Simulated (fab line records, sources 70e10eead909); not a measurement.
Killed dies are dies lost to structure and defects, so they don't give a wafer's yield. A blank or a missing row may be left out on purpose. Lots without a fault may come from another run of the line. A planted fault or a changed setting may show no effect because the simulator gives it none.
fab line records | flow nand_harc
record lots=24 wafers=72 last_day=34
route steps=1302 shown A_BLC@1124 A_M1@1187
lots that met no fault: from a run of the same line without faults
start_h: hours from the record's first day to the start of the lot's first wafer shown | wait_h: hours since the lot's step before | " the same as in the row above | L1.1+2: a row that stands for several wafers | - no value, or no start given | * or withheld: withheld | < > ~ a bound
route shown NAME@n: a module of which the file shows steps, and the number in the route of the first | usual: mean/standard deviation of fault-free wafers | same: alike in all rows | chamber/n: place in a boat | sites: the reading at each site | _std_site: their standard deviation | _edge_site: outer sites' mean less inner sites' | radius_mm: how far each site lies from the wafer's centre | mask NAME#n: copy n | behind: the tool/chamber that last shaped the wafer | hold: why the lot was held/for how many hours/how that ended | device: the transistor (n, p or np) that didn't switch | end of line: the same wafers' tests at the end of the route | a step without rows: its recipe alone | killed: dies lost to structure and defects at the first sort, not the wafer's yield | map: a wafer's dies, x killed, . not, _ none there
set.NAME: the setting as run; set.NAME@STEP: as run at that earlier step | model.NAME: the simulator's own value behind a step, which no gauge read
steps of the route over a sample of lots; a table a step, a row a wafer
services: from which hour (start_h, from the record's first day; less than 0 if before it) a tool's chamber was out of use, for how many hours, and why
## steps
# step NHARC_A_BLC_CD_MEAS_19
# usual cd_nm=100.0/1.8
# columns lot.wafer tool chamber start_h wait_h cd_nm
L074.1 cd_sem-01 - 534.07 - 100.7
L074.2 " - " " 98.3
L074.4 " - " " 98.4
L075.4 cd_sem-01 - 534.69 - 99.3
L075.5 " - " " 99.3
L075.6 " - " " 100.6
L076.3 cd_sem-01 - 543.92 - 103.1
L076.4 " - " " 100.9
L076.5 " - " " 100.6
L079.2 cd_sem-03 - 564.11 - 99.5
L079.4 " - " " 100.0
L079.6 " - " " 102.5
L078.3 cd_sem-01 - 567.65 - 99.8
L078.5 " - " " 102.0
L078.6 " - " " 102.8
L077.1 cd_sem-01 - 568.52 - 101.3
L077.3 " - " " 97.6
L077.5 " - " " 100.8
L081.1 cd_sem-03 - 593.64 - 101.2
L081.2 " - " " 102.2
L081.4 " - " " 100.6
L080.4 cd_sem-03 - 595.06 - 101.9
L080.5 " - " " 102.3
L080.6 " - " " 101.1
L082.1 cd_sem-03 - 599.24 - 100.3
L082.3 " - " " 101.5
L082.5 " - " " 101.0
L083.3 cd_sem-01 - 610.22 - 100.3
L083.4 " - " " 100.9
L083.5 " - " " 98.9
L086.1 cd_sem-03 - 640.72 - 99.3
L086.2 " - " " 101.6
L086.6 " - " " 102.1
L087.1 cd_sem-01 - 647.41 - 101.0
L087.2 " - " " 101.8
L087.4 " - " " 97.4
L085.3 cd_sem-02 - 650.17 - 99.7
L085.5 " - " " 99.5
L085.6 " - " " 100.7
L084.2 cd_sem-01 - 659.36 - 104.7
L084.4 " - " " 96.5
L084.6 " - " " 100.2
L091.1 cd_sem-03 - 665.77 - 99.6
L091.2 " - " " 100.8
L091.4 " - " " 100.1
L089.1 cd_sem-01 - 666.74 - 98.0
L089.2 " - " " 97.9
L089.4 " - " " 98.2
L088.2 cd_sem-01 - 670.07 - 101.2
L088.5 " - " " 102.1
L088.6 " - " " 98.1
L090.3 cd_sem-01 - 675.56 - 99.1
L090.5 " - " " 100.1
L090.6 " - " " 98.5
L093.4 cd_sem-03 - 699.62 - 98.1
L093.5 " - " " 101.1
L093.6 " - " " 99.0
L092.1 cd_sem-01 - 702.04 - 101.6
L092.2 " - " " 100.8
L092.3 " - " " 100.3
L094.3 cd_sem-01 - 727.21 - 99.7
L094.5 " - " " 99.0
L094.6 " - " " 98.5
L096.1 cd_sem-02 - 749.09 - 101.5
L096.2 " - " " 98.0
L096.6 " - " " 98.2
L097.3 cd_sem-02 - 753.38 - 100.7
L097.4 " - " " 99.9
L097.5 " - " " 101.5
L095.1 cd_sem-01 - 754.00 - 97.4
L095.2 " - " " 99.5
L095.6 " - " " 99.5
# step NHARC_A_BLC_PVD_32
# recipe target_thk_a=50 chamber_pressure_pa=5 power_w=5000 substrate_temp_c=200 time_s=17.7 material=Ti
# usual throttle_valve_pct=29.8/1.3
# columns lot.wafer tool chamber start_h wait_h throttle_valve_pct
L074.1 pvd_sputter-02 - - - 28.0
L074.4 " - " " 29.6
L074.2 " - " " 29.3
L075.4 pvd_sputter-02 - - - 29.4
L075.5 " - " " 29.1
L075.6 " - " " 29.3
L076.3 pvd_sputter-01 - - - 29.1
L076.4 " - " " 29.9
L076.5 " - " " 29.0
L079.2 pvd_sputter-03 - - - 29.1
L079.4 " - " " 31.1
L079.6 " - " " 30.7
L078.3 pvd_sputter-02 - - - 29.3
L078.5 " - " " 27.9
L078.6 " - " " 29.5
L077.3 pvd_sputter-03 - - - 31.0
L077.1 " - " " 29.7
L077.5 " - " " 30.9
L081.2 pvd_sputter-02 - - - 29.4
L081.1 " - " " 29.5
L081.4 " - " " 27.7
L080.4 pvd_sputter-03 - - - 29.0
L080.5 " - " " 32.4
L080.6 " - " " 28.7
L082.3 pvd_sputter-03 - - - 29.2
L082.1 " - " " 31.0
L082.5 " - " " 29.1
L083.4 pvd_sputter-02 - - - 29.1
L083.3 " - " " 27.6
L083.5 " - " " 29.6
L086.2 pvd_sputter-03 - - - 29.5
L086.1 " - " " 29.2
L086.6 " - " " 32.5
L087.1 pvd_sputter-03 - - - 31.0
L087.2 " - " " 29.8
L087.4 " - " " 32.2
L085.3 pvd_sputter-02 - - - 28.3
L085.6 " - " " 28.6
L085.5 " - " " 29.2
L084.4 pvd_sputter-02 - - - 27.3
L084.2 " - " " 28.3
L084.6 " - " " 27.6
L091.2 pvd_sputter-03 - - - 28.9
L091.1 " - " " 30.4
L091.4 " - " " 29.4
L089.2 pvd_sputter-01 - - - 31.8
L089.1 " - " " 30.1
L089.4 " - " " 29.3
L088.2 pvd_sputter-03 - - - 28.9
L088.5 " - " " 30.9
L088.6 " - " " 29.2
L090.3 pvd_sputter-03 - - - 29.1
L090.5 " - " " 32.7
L090.6 " - " " 29.0
L093.4 pvd_sputter-03 - - - 32.6
L093.5 " - " " 29.1
L093.6 " - " " 32.4
L092.1 pvd_sputter-02 - - - 29.0
L092.2 " - " " 27.5
L092.3 " - " " 28.4
L094.3 pvd_sputter-01 - - - 30.0
L094.5 " - " " 31.7
L094.6 " - " " 29.9
L096.1 pvd_sputter-01 - - - 29.8
L096.2 " - " " 31.7
L096.6 " - " " 31.7
L097.4 pvd_sputter-03 - - - 31.7
L097.3 " - " " 29.4
L097.5 " - " " 29.6
L095.1 pvd_sputter-02 - - - 28.1
L095.2 " - " " 29.1
L095.6 " - " " 28.3
# step NHARC_A_BLC_CMP_25
# recipe t_overpolish_s=30 target_thk_nm=150
# usual motor_current_A=12.2/0.97 overpolish_run_s=30.000/0.0088 time_to_endpoint_s=30.1/2.5
# columns lot.wafer tool chamber start_h wait_h motor_current_A overpolish_run_s time_to_endpoint_s
L074.4 cmp-04 0 536.08 0.4 12.2 30.005 27.5
L074.1 " 1 " " 12.9 29.992 28.6
L074.2 " 3 " " 10.2 30.006 27.4
L075.4 cmp-01 2 536.28 0.3 11.3 29.995 27.0
L075.5 " 1 " " 13.3 29.991 31.1
L075.6 " 2 " " 11.1 29.988 28.7
L076.3 cmp-04 2 545.51 0.3 12.2 30.007 26.4
L076.4 " 3 " " 10.2 30.006 28.3
L076.5 " 1 " " 12.3 29.997 28.1
L079.4 cmp-01 3 565.67 0.3 12.1 29.998 27.5
L079.2 " 2 " " 11.7 29.997 28.4
L079.6 " 0 " " 11.0 30.000 30.3
L078.3 cmp-03 3 569.32 0.2 14.1 30.005 30.6
L078.5 " 3 " " 15.4 30.007 29.9
L078.6 " 0 " " 11.7 30.008 28.2
L077.1 cmp-01 3 570.14 0.4 12.9 29.997 30.8
L077.3 " 0 " " 11.2 29.996 30.0
L077.5 " 2 " " 11.4 29.991 28.3
L081.1 cmp-01 2 595.33 0.4 10.9 30.003 29.8
L081.4 " 3 " " 12.3 30.012 24.3
L081.2 " 1 " " 13.6 30.012 32.3
L080.4 cmp-01 1 596.65 0.3 13.3 29.979 32.0
L080.5 " 1 " " 12.9 29.994 33.1
L080.6 " 2 " " 11.5 30.005 29.9
L082.1 cmp-03 0 600.82 0.5 12.1 29.998 25.2
L082.3 " 3 " " 14.5 29.987 29.9
L082.5 " 1 " " 12.9 29.996 26.1
L083.4 cmp-04 3 611.86 0.4 10.3 29.997 29.2
L083.3 " 0 " " 12.0 30.004 30.8
L083.5 " 2 " " 13.0 30.004 27.4
L086.2 cmp-01 1 642.32 0.4 13.1 29.989 29.0
L086.1 " 2 " " 11.3 29.998 30.9
L086.6 " 0 " " 11.6 30.002 32.7
L087.1 cmp-04 1 649.00 0.5 12.6 30.003 25.4
L087.2 " 2 " " 12.8 30.010 26.0
L087.4 " 3 " " 10.4 29.990 27.5
L085.3 cmp-01 1 651.80 0.3 13.6 30.004 32.4
L085.6 " 0 " " 11.9 29.995 33.7
L085.5 " 1 " " 13.9 30.001 28.9
L084.2 cmp-01 0 660.97 0.5 11.2 30.019 32.5
L084.4 " 3 " " 11.8 29.989 28.2
L084.6 " 1 " " 13.2 30.000 32.1
L091.4 cmp-04 2 667.34 0.3 13.0 30.011 30.7
L091.1 " 0 " " 11.5 30.003 33.9
L091.2 " 1 " " 12.7 30.017 30.8
L089.4 cmp-04 0 668.40 0.3 11.5 29.982 31.1
L089.1 " 2 " " 13.7 30.000 33.4
L089.2 " 3 " " 10.5 30.003 29.8
L088.2 cmp-01 3 671.70 0.5 12.8 29.993 31.1
L088.5 " 2 " " 11.7 29.996 32.0
L088.6 " 3 " " 11.9 30.005 31.4
L090.3 cmp-01 1 677.18 0.4 13.3 30.012 31.7
L090.5 " 3 " " 12.2 30.001 29.4
L090.6 " 0 " " 12.1 29.993 33.4
L093.4 cmp-03 0 701.20 0.3 11.8 30.008 25.1
L093.5 " 0 " " 12.0 30.004 28.6
L093.6 " 1 " " 12.5 30.006 27.2
L092.2 cmp-04 0 703.63 0.4 11.8 29.996 31.3
L092.3 " 1 " " 12.5 29.992 26.9
L092.1 " 2 " " 13.2 29.993 29.0
L094.3 cmp-01 0 728.86 0.4 11.1 29.995 34.8
L094.6 " 1 " " 13.6 30.006 35.7
L094.5 " 2 " " 11.5 30.010 33.3
L096.2 cmp-01 2 750.78 0.4 11.4 29.987 31.2
L096.1 " 3 " " 12.7 29.985 31.9
L096.6 " 0 " " 11.6 30.007 34.0
L097.4 cmp-04 0 754.95 0.2 11.4 30.003 33.6
L097.3 " 1 " " 12.4 29.982 29.8
L097.5 " 0 " " 12.6 30.016 31.9
L095.2 cmp-04 1 755.63 0.4 12.5 30.011 25.8
L095.1 " 0 " " 12.1 30.012 30.0
L095.6 " 1 " " 12.3 29.991 29.6
# step NHARC_A_BLC_INSPECT_28
# usual raw_defect_count=522/130
# columns lot.wafer tool chamber start_h wait_h raw_defect_count
L074.1 defect_inspect-02 - 536.48 0.1 524
L074.2 " - " " 560
L074.4 " - " " 564
L075.4 defect_inspect-02 - 536.66 0.1 703
L075.5 " - " " 514
L075.6 " - " " 554
L076.3 defect_inspect-02 - 545.89 0.1 950
L076.4 " - " " 909
L076.5 " - " " 591
L079.2 defect_inspect-02 - 566.08 0.1 383
L079.4 " - " " 512
L079.6 " - " " 476
L078.3 defect_inspect-01 - 569.73 0.1 436
L078.5 " - " " 665
L078.6 " - " " 529
L077.1 defect_inspect-02 - 570.49 0.1 430
L077.3 " - " " 420
L077.5 " - " " 490
L081.1 defect_inspect-02 - 595.73 0.1 488
L081.2 " - " " 370
L081.4 " - " " 484
L080.4 defect_inspect-01 - 597.05 0.1 386
L080.5 " - " " 376
L080.6 " - " " 412
L082.1 defect_inspect-01 - 601.23 0.1 568
L082.3 " - " " 545
L082.5 " - " " 469
L083.3 defect_inspect-01 - 612.21 0.1 403
L083.4 " - " " 330
L083.5 " - " " 453
L086.1 defect_inspect-01 - 642.70 0.1 545
L086.2 " - " " 524
L086.6 " - " " 493
L087.1 defect_inspect-02 - 649.40 0.1 358
L087.2 " - " " 375
L087.4 " - " " 275
L085.3 defect_inspect-01 - 652.18 0.1 498
L085.5 " - " " 509
L085.6 " - " " 483
L084.2 defect_inspect-02 - 661.37 0.1 386
L084.4 " - " " 449
L084.6 " - " " 438
L091.1 defect_inspect-02 - 667.74 0.1 485
L091.2 " - " " 655
L091.4 " - " " 587
L089.1 defect_inspect-02 - 668.80 0.1 516
L089.2 " - " " 416
L089.4 " - " " 544
L088.2 defect_inspect-02 - 672.08 0.1 777
L088.5 " - " " 475
L088.6 " - " " 389
L090.3 defect_inspect-01 - 677.53 0.1 354
L090.5 " - " " 408
L090.6 " - " " 501
L093.4 defect_inspect-01 - 701.61 0.1 580
L093.5 " - " " 537
L093.6 " - " " 396
L092.1 defect_inspect-02 - 704.01 0.1 778
L092.2 " - " " 648
L092.3 " - " " 548
L094.3 defect_inspect-01 - 729.19 0.1 564
L094.5 " - " " 571
L094.6 " - " " 532
L096.1 defect_inspect-01 - 751.14 0.1 393
L096.2 " - " " 544
L096.6 " - " " 481
L097.3 defect_inspect-01 - 755.35 0.1 443
L097.4 " - " " 582
L097.5 " - " " 497
L095.1 defect_inspect-01 - 756.03 0.1 501
L095.2 " - " " 714
L095.6 " - " " 622
# step NHARC_A_M1_ETCH_28
# recipe target_depth_a=300 over_etch_frac=0.3 time_s=72.99 ion_energy_ev=150 cf4_flow_sccm=50 n2_flow_sccm=100 ar_flow_sccm=150 rf_w=300 bias_w=100 chemistry=CF4/N2
# usual chamber_pressure_mTorr=30.001/0.028 drypump_motor_current_A=5.7/0.43 oes_product_au=0.999/0.0092 rf_vpp_V=313.3/1.8 showerhead_plenum_p_Torr=2.57/0.097 throttle_valve_pct=19.794/0.0087
# columns lot.wafer tool chamber start_h wait_h chamber_pressure_mTorr drypump_motor_current_A oes_product_au rf_hours_counter_h rf_vpp_V showerhead_plenum_p_Torr throttle_valve_pct
L074.2 rie_diel-02 3 - - 30.053 5.2 0.996 3 314.4 2.59 19.800
L074.4 " 0 " " 30.026 5.6 0.999 3 311.0 2.51 19.795
L074.1 " 1 " " 30.067 5.7 0.987 3 313.3 2.51 19.806
L075.6 rie_diel-09 3 - - 29.961 5.4 1.017 - 313.8 2.60 19.803
L075.5 " 1 " " 30.021 6.1 1.012 - 314.5 2.65 19.790
L075.4 " 2 " " 29.989 6.4 0.993 - 313.4 2.64 19.786
L076.3 rie_diel-09 2 - - 30.003 6.4 0.984 1 314.8 2.64 19.796
L076.4 " 3 " " 29.957 5.5 1.016 - 314.4 2.60 19.805
L076.5 " 1 " " 29.981 6.1 0.994 - 316.0 2.65 19.787
L079.2 rie_diel-09 1 - - 29.995 6.1 0.997 3 314.6 2.65 19.787
L079.4 " 3 " " 29.981 5.5 1.018 - 314.6 2.60 19.797
L079.6 " 1 " " 30.006 6.1 0.995 - 313.8 2.65 19.793
L078.3 rie_diel-11 2 - - 30.005 5.4 0.987 8 311.9 2.53 19.778
L078.6 " 3 " " 30.037 5.7 1.005 - 310.3 2.48 19.778
L078.5 " 0 " " 29.969 5.7 1.008 - 316.2 2.78 19.787
L077.3 rie_diel-11 1 - - 29.968 4.9 0.981 8 315.7 2.77 19.798
L077.1 " 2 " " 30.038 5.4 0.986 8 313.4 2.53 19.804
L077.5 " 0 " " 30.076 5.7 0.988 - 315.6 2.78 19.803
L081.1 rie_diel-09 2 - - 29.996 6.4 0.997 4 314.5 2.64 19.805
L081.2 " 3 " " 29.956 5.4 1.012 5 313.6 2.60 19.796
L081.4 " 3 " " 30.002 5.4 1.008 - 314.6 2.60 19.797
L080.4 rie_diel-02 3 - - 30.004 5.3 1.006 1 314.4 2.59 19.788
L080.5 " 3 " " 30.020 5.3 0.998 - 314.4 2.59 19.796
L080.6 " 0 " " 30.012 5.6 1.004 - 313.5 2.51 19.795
L082.3 rie_diel-11 3 - - 30.011 5.7 1.012 10 311.2 2.48 19.800
L082.1 " 2 " " 29.999 5.4 0.969 11 311.0 2.52 19.787
L082.5 " 0 " " 30.010 5.7 1.006 - 316.0 2.78 19.804
L083.4 rie_diel-02 3 - - 29.973 5.3 0.998 2 313.1 2.59 19.807
L083.3 " 0 " " 29.973 5.6 0.998 2 312.6 2.51 19.805
L083.5 " 0 " " 29.986 5.6 0.999 - 311.9 2.51 19.792
L086.2 rie_diel-11 1 - - 30.035 4.8 1.014 2 317.2 2.77 19.803
L086.1 " 2 " " 30.043 5.4 0.984 2 311.2 2.52 19.792
L086.6 " 1 " " 29.979 4.8 1.007 - 315.9 2.77 19.785
L087.4 rie_diel-02 1 - - 29.963 5.7 1.000 3 311.1 2.50 19.798
L087.2 " 2 " " 30.014 6.4 0.990 3 311.7 2.46 19.782
L087.1 " 0 " " 30.000 5.7 1.005 3 313.2 2.51 19.797
L085.3 rie_diel-02 1 - - 30.008 5.7 0.997 3 310.8 2.50 19.788
L085.6 " 1 " " 29.997 5.7 0.994 - 312.1 2.50 19.802
L085.5 " 2 " " 30.038 6.3 0.994 - 311.1 2.46 19.802
L084.4 rie_diel-09 3 - - 29.984 5.4 1.028 11 312.8 2.60 19.800
L084.2 " 0 " " 29.982 6.5 1.008 2 312.2 2.55 19.805
L084.6 " 1 " " 29.971 6.1 1.010 - 312.9 2.65 19.799
L091.2 rie_diel-02 3 - - 30.013 5.3 1.001 3 314.1 2.59 19.805
L091.1 " 1 " " 29.996 5.7 0.993 4 312.5 2.50 19.793
L091.4 " 2 " " 29.936 6.3 0.985 4 311.9 2.46 19.786
L089.1 rie_diel-02 3 - - 29.970 5.3 1.003 4 313.0 2.59 19.799
L089.2 " 0 " " 30.024 5.6 1.010 3 310.9 2.51 19.794
L089.4 " 2 " " 29.991 6.3 1.005 4 311.6 2.46 19.801
L088.2 rie_diel-02 1 - - 30.006 5.7 0.989 4 311.7 2.50 19.800
L088.6 " 2 " " 29.962 6.3 0.989 - 310.7 2.46 19.796
L088.5 " 3 " " 30.051 5.3 0.988 - 313.4 2.59 19.803
L090.3 rie_diel-02 3 - - 30.039 5.3 0.991 4 313.5 2.59 19.817
L090.6 " 3 " " 29.976 5.3 0.995 - 313.0 2.59 19.793
L090.5 " 0 " " 30.000 5.7 0.998 - 312.8 2.51 19.780
L093.4 rie_diel-02 2 - - 29.972 6.3 0.996 6 312.2 2.46 19.779
L093.6 " 3 " " 29.985 5.3 1.005 - 312.6 2.59 19.792
L093.5 " 0 " " 30.028 5.6 1.002 - 313.8 2.51 19.793
L092.1 rie_diel-11 0 - - 29.965 5.7 1.000 6 316.2 2.77 19.788
L092.2 " 1 " " 30.019 4.8 1.008 6 317.7 2.77 19.800
L092.3 " 2 " " 30.052 5.4 0.984 5 311.9 2.52 19.795
L094.3 rie_diel-02 1 - - 29.995 5.7 0.995 5 311.6 2.50 19.807
L094.5 " 0 " " 29.948 5.7 1.011 - 313.3 2.51 19.785
L094.6 " 1 " " 29.997 5.7 0.999 - 313.5 2.50 19.798
L096.1 rie_diel-02 1 - - 29.989 5.7 1.002 0 313.1 2.50 19.785
L096.2 " 2 " " 29.997 6.3 0.995 0 310.9 2.46 19.799
L096.6 " 0 " " 30.013 5.6 1.000 - 311.9 2.50 19.782
L097.3 rie_diel-11 2 - - 30.023 5.4 0.995 10 312.8 2.52 19.808
L097.4 " 1 " " 30.029 4.8 1.006 11 315.9 2.76 19.794
L097.5 " 3 " " 29.987 5.8 1.008 - 311.7 2.47 19.791
L095.2 rie_diel-02 1 - - 30.003 5.7 0.998 0 311.7 2.50 19.790
L095.1 " 2 " " 29.942 6.3 1.000 0 310.1 2.46 19.792
L095.6 " 0 " " 29.993 5.7 1.002 - 312.4 2.51 19.803
# step NHARC_A_M1_THK_MEAS_24
# recipe thk_meas_gauge=xrf
# usual thk_nm=154.4/1.5
# columns lot.wafer tool chamber start_h wait_h thk_nm
L074.1 film_metro-02 - 544.34 - 154.9
L074.2 " - " " 153.2
L074.4 " - " " 155.2
L075.4 film_metro-02 - 544.66 - 154.7
L075.5 " - " " 155.1
L075.6 " - " " 155.1
L076.3 film_metro-01 - 554.26 - 152.4
L076.4 " - " " 155.4
L076.5 " - " " 151.6
L079.2 film_metro-01 - 574.36 - 153.5
L079.4 " - " " 152.3
L079.6 " - " " 154.0
L078.3 film_metro-01 - 577.47 - 155.3
L078.5 " - " " 157.1
L078.6 " - " " 155.1
L077.1 film_metro-02 - 578.14 - 155.2
L077.3 " - " " 155.8
L077.5 " - " " 155.1
L081.1 film_metro-02 - 603.27 - 156.4
L081.2 " - " " 153.3
L081.4 " - " " 154.4
L080.4 film_metro-01 - 605.13 - 150.8
L080.5 " - " " 153.8
L080.6 " - " " 154.5
L082.1 film_metro-01 - 608.60 - 153.1
L082.3 " - " " 153.2
L082.5 " - " " 153.2
L083.3 film_metro-02 - 619.82 - 152.9
L083.4 " - " " 153.3
L083.5 " - " " 152.9
L086.1 film_metro-02 - 650.59 - 155.4
L086.2 " - " " 151.6
L086.6 " - " " 150.2
L087.1 film_metro-01 - 656.83 - 155.6
L087.2 " - " " 154.8
L087.4 " - " " 154.5
L085.3 film_metro-02 - 659.72 - 154.7
L085.5 " - " " 155.3
L085.6 " - " " 155.2
L084.2 film_metro-01 - 669.01 - 157.4
L084.4 " - " " 157.4
L084.6 " - " " 157.7
L091.1 film_metro-01 - 675.57 - 154.7
L091.2 " - " " 153.3
L091.4 " - " " 154.9
L089.1 film_metro-02 - 676.26 - 157.9
L089.2 " - " " 154.1
L089.4 " - " " 152.5
L088.2 film_metro-02 - 679.87 - 155.4
L088.5 " - " " 154.5
L088.6 " - " " 156.1
L090.3 film_metro-01 - 685.27 - 153.9
L090.5 " - " " 153.3
L090.6 " - " " 155.3
L093.4 film_metro-01 - 708.93 - 154.9
L093.5 " - " " 157.0
L093.6 " - " " 154.8
L092.1 film_metro-02 - 711.60 - 153.0
L092.2 " - " " 154.0
L092.3 " - " " 155.2
L094.3 film_metro-01 - 736.75 - 152.0
L094.5 " - " " 153.0
L094.6 " - " " 151.6
L096.1 film_metro-02 - 758.77 - 155.5
L096.2 " - " " 155.3
L096.6 " - " " 155.3
L097.3 film_metro-01 - 762.98 - 156.5
L097.4 " - " " 155.7
L097.5 " - " " 155.9
L095.1 film_metro-02 - 764.09 - 155.2
L095.2 " - " " 155.2
L095.6 " - " " 155.1
## services
# columns tool chamber start_h hours kind
pvd_sputter-03 - 513.74 6.2 repair
cmp-04 - 514.02 1.7 repair
pvd_sputter-03 - 526.06 10.0 pm
pvd_sputter-02 - 536.22 3.3 repair
cmp-01 - 539.25 3.4 repair
pvd_sputter-02 - 554.03 4.9 repair
cmp-04 - 563.43 4.0 pm
cmp-01 - 567.90 2.1 repair
rie_diel-02 - 570.74 9.0 pm
pvd_sputter-03 - 591.39 1.1 repair
cmp-01 - 592.21 0.5 repair
cmp-01 - 598.44 4.0 pm
pvd_sputter-02 - 638.00 10.0 pm
cmp-01 - 639.56 2.1 repair
cmp-04 - 651.51 1.1 repair
cmp-04 - 661.43 4.0 pm
rie_diel-02 1 678.42 17.0 repair
cmp-01 - 694.73 0.4 repair
cmp-01 - 696.44 4.0 pm
pvd_sputter-02 - 699.73 1.8 repair
pvd_sputter-03 - 704.06 10.0 pm
cmp-04 - 733.98 2.5 repair
rie_diel-02 - 747.74 9.0 pm
pvd_sputter-03 - 758.37 3.6 repair
## key
fault none
